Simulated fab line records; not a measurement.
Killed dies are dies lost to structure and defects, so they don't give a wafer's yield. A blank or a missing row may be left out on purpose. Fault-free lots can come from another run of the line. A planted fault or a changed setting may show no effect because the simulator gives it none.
Which tool did it? + flow nand_harc + 14 lots with 40 wafers sampled at 6 steps, on a route of 1302 steps

== WHAT THE GAUGES READ, wafer by wafer ==
NHARC_A_CHANNEL_FILL_D1_INSPECT_13. Usual: raw_defect_count at 323, with a standard deviation of 140.
| lot  | measured     | on                | raw_defect_count | flag |
|------|--------------|-------------------|------------------|------|
| L256 | day 10 21:50 | defect_inspect-01 | 295 304 265      |      |
| L257 | day 11 08:38 | defect_inspect-02 | 437 379 353      |      |
| L258 | day 11 08:39 | defect_inspect-01 | 168 251 254      |      |
| L259 | day 12 16:26 | defect_inspect-02 | 184 160 179      |      |
| L261 | day 13 00:17 | defect_inspect-01 | 188 194 267      |      |
| L264 | day 14 01:32 | defect_inspect-02 | 206 250          |      |
| L265 | day 14 20:37 | defect_inspect-02 | 272 144          |      |
| L270 | day 16 18:22 | defect_inspect-02 | 123 346 196      |      |
| L269 | day 16 18:22 | defect_inspect-02 | 281 209 280      |      |
| L271 | day 16 22:10 | defect_inspect-02 | 244 371 233      |      |
| L274 | day 18 12:34 | defect_inspect-02 | 270 329 348      |      |
| L275 | day 18 12:34 | defect_inspect-01 | 316 240 231      |      |
| L277 | day 19 17:58 | defect_inspect-02 | 683 698 533      |      |
| L279 | day 20 09:21 | defect_inspect-02 | 517 493 664      |      |

NHARC_A_ONON_D2_THK_MEAS_11: measures by ellipsometry. Usual: thk_nm at 999 nm, with a standard deviation of 11.
| lot  | measured     | on            | thk_nm (nm)    | flag |
|------|--------------|---------------|----------------|------|
| L256 | day 12 12:07 | film_metro-02 | 997 997 996    |      |
| L257 | day 12 20:25 | film_metro-02 | 993 992 992    |      |
| L258 | day 12 20:35 | film_metro-02 | 992 992 993    |      |
| L259 | day 14 04:43 | film_metro-01 | 997 997 996    |      |
| L261 | day 14 13:01 | film_metro-01 | 999 1000 1000  |      |
| L264 | day 15 16:39 | film_metro-02 | 1002 1002      |      |
| L265 | day 16 09:33 | film_metro-02 | 981 980        |      |
| L270 | day 18 07:20 | film_metro-01 | 1003 1003 1005 |      |
| L269 | day 18 07:00 | film_metro-01 | 1006 1008 1007 |      |
| L271 | day 18 12:50 | film_metro-01 | 1010 1010 1009 |      |
| L274 | day 20 02:45 | film_metro-01 | 992 992 992    |      |
| L275 | day 20 02:37 | film_metro-01 | 1021 1024 1024 |      |
| L277 | day 21 08:18 | film_metro-01 | 989 988 988    |      |
| L279 | day 21 21:49 | film_metro-01 | 995 995 995    |      |

NHARC_A_ONON_D2_THK_MEAS_21: measures by ellipsometry. Usual: thk_nm at 1001 nm, with a standard deviation of 11.
| lot  | measured     | on            | thk_nm (nm)    | flag |
|------|--------------|---------------|----------------|------|
| L256 | day 13 00:05 | film_metro-01 | 1017 1017 1017 |      |
| L257 | day 13 04:56 | film_metro-02 | 1015 1012 1015 |      |
| L258 | day 13 04:56 | film_metro-01 | 999 998 998    |      |
| L259 | day 14 15:23 | film_metro-01 | 981 982 983    |      |
| L261 | day 14 22:44 | film_metro-02 | 989 990 1520   | OFF  |
| L264 | day 16 01:07 | film_metro-01 | 1536 1536      | OFF  |
| L265 | day 16 18:01 | film_metro-01 | 1004 1535      | OFF  |
| L270 | day 18 17:58 | film_metro-01 | 995 997 996    |      |
| L269 | day 18 17:57 | film_metro-02 | 993 992 994    |      |
| L271 | day 18 21:44 | film_metro-01 | 991 990 990    |      |
| L274 | day 20 14:23 | film_metro-02 | 1012 1013 1015 |      |
| L275 | day 20 14:24 | film_metro-02 | 1006 1005 1004 |      |
| L277 | day 21 17:08 | film_metro-01 | 997 998 999    |      |
| L279 | day 22 08:38 | film_metro-02 | 1016 1016 1015 |      |

NHARC_END_SORT_01. Usual: killed_at_array 53, standard deviation 20; killed_at_other 1, standard deviation 1.2; killed_at_periphery 3.7, standard deviation 2.6; killed_dies 58, standard deviation 20; killed_open 3.5, standard deviation 1.8; killed_short 2.4, standard deviation 1.7.
| lot  | measured     | on        | killed_at_array | killed_at_other | killed_at_periphery | killed_dies | killed_open | killed_short | flag |
|------|--------------|-----------|-----------------|-----------------|---------------------|-------------|-------------|--------------|------|
| L261 | day 26 02:25 | prober-02 | 53 46 670       | 3 2 3           | 3 5 4               | 59 53 677   | 1 2 6       | 3 6 1        | OFF  |
| L264 | day 28 00:01 | prober-02 | 676 677         | 0 0             | 1 0                 | 677 677     | 3 0         | 4 5          | OFF  |
| L265 | day 28 06:58 | prober-01 | 37 673          | 2 3             | 2 1                 | 41 677      | 0 4         | 4 1          | OFF  |

== TOOL THAT RAN EACH LOT (tool first, then ch and the chambers of the sampled wafers, then the start) ==
| lot  | NHARC_A_DECK1_JOINT_CMP_13    | NHARC_A_ONON_D2_DEP_19           |
|------|-------------------------------|----------------------------------|
| L256 | cmp-01 ch 0,2, day 11 09:12   | pecvd_onon-03 ch 0, day 12 23:38 |
| L257 | cmp-02 ch 1,2, day 11 18:48   | pecvd_onon-03 ch 0, day 13 04:28 |
| L258 | cmp-03 ch 0,1,3, day 11 18:53 | pecvd_onon-04 ch 0, day 13 04:32 |
| L259 | cmp-03 ch 1,2, day 13 02:50   | pecvd_onon-01 ch 0, day 14 14:56 |
| L261 | cmp-03 ch 1,2, day 13 11:01   | pecvd_onon-03 ch 0, day 14 22:16 |
| L264 | cmp-03 ch 2,3, day 14 11:47   | pecvd_onon-03 ch 0, day 16 00:47 |
| L265 | cmp-03 ch 2,3, day 15 07:29   | pecvd_onon-03 ch 0, day 16 17:37 |
| L270 | cmp-01 ch 1,3, day 17 04:41   | pecvd_onon-01 ch 0, day 18 17:31 |
| L269 | cmp-03 ch 1,3, day 17 04:41   | pecvd_onon-04 ch 0, day 18 17:34 |
| L271 | cmp-01 ch 0,1,2, day 17 11:03 | pecvd_onon-04 ch 0, day 18 21:16 |
| L274 | cmp-03 ch 0,1,3, day 18 22:59 | pecvd_onon-03 ch 0, day 20 13:59 |
| L275 | cmp-01 ch 0,3, day 18 22:55   | pecvd_onon-01 ch 0, day 20 13:54 |
| L277 | cmp-03 ch 0,3, day 20 04:08   | pecvd_onon-01 ch 0, day 21 16:38 |
| L279 | cmp-01 ch 0,1,2, day 20 19:42 | pecvd_onon-01 ch 0, day 22 08:08 |
- NHARC_A_DECK1_JOINT_CMP_13: polishes, target thk 51.023 nm.
- NHARC_A_ONON_D2_DEP_19: target thk 1000 nm.

== WHAT THE TOOLS THEMSELVES READ (means of the sampled wafers that have a number; where no wafer has one, the mark that the record gives instead) ==
NHARC_A_DECK1_JOINT_CMP_13. Usual: motor_current_A 11.7 A, standard deviation 0.7; time_to_endpoint_s 8.2 s, standard deviation 2.
| lot  | tool   | motor_current_A (A) | time_to_endpoint_s (s) | flag |
|------|--------|---------------------|------------------------|------|
| L256 | cmp-01 | 12.0                | 7.9                    |      |
| L257 | cmp-02 | 11.6                | 6.5                    |      |
| L258 | cmp-03 | 11.4                | 9.2                    |      |
| L259 | cmp-03 | 11.5                | 7.4                    |      |
| L261 | cmp-03 | 11.4                | 9.6                    |      |
| L264 | cmp-03 | 12.1                | 8.0                    |      |
| L265 | cmp-03 | 11.0                | 8.1                    |      |
| L270 | cmp-01 | 11.3                | 10.0                   |      |
| L269 | cmp-03 | 11.2                | 5.3                    |      |
| L271 | cmp-01 | 11.8                | 8.3                    |      |
| L274 | cmp-03 | 11.8                | 8.1                    |      |
| L275 | cmp-01 | 11.5                | 8.8                    |      |
| L277 | cmp-03 | 11.9                | 9.7                    |      |
| L279 | cmp-01 | 11.4                | 7.9                    |      |

== THE ANSWER, worked out from the rows above alone ==
Rule: a lot counts as off when the mean over its wafers that have a number is more than 3 standard deviations away from the usual mean. Also off: a lot with no number at a reading for which 4 or more lots have one. All remaining lots with rows at the step are treated as sound. Order of review: gauges by route order, followed by the tools' own readings, for which a lot's mean as printed above is used. The first step at which some lot is off is used, and at that step the reading that is off furthest; a lot without a number counts as furthest.
Off: L261, L264, L265, at NHARC_A_ONON_D2_THK_MEAS_21 (thk_nm).
A tool fits if, at a process step before that reading, it ran every lot that is off, and no sound lot after the first of them. The gauges at NHARC_A_ONON_D2_THK_MEAS_21 aren't tried: what is off there is off at NHARC_END_SORT_01 too, on other tools, and a gauge's error can't cause that. No candidate that was tried fits.

== WHAT THE SIMULATOR HAD PUT IN ==
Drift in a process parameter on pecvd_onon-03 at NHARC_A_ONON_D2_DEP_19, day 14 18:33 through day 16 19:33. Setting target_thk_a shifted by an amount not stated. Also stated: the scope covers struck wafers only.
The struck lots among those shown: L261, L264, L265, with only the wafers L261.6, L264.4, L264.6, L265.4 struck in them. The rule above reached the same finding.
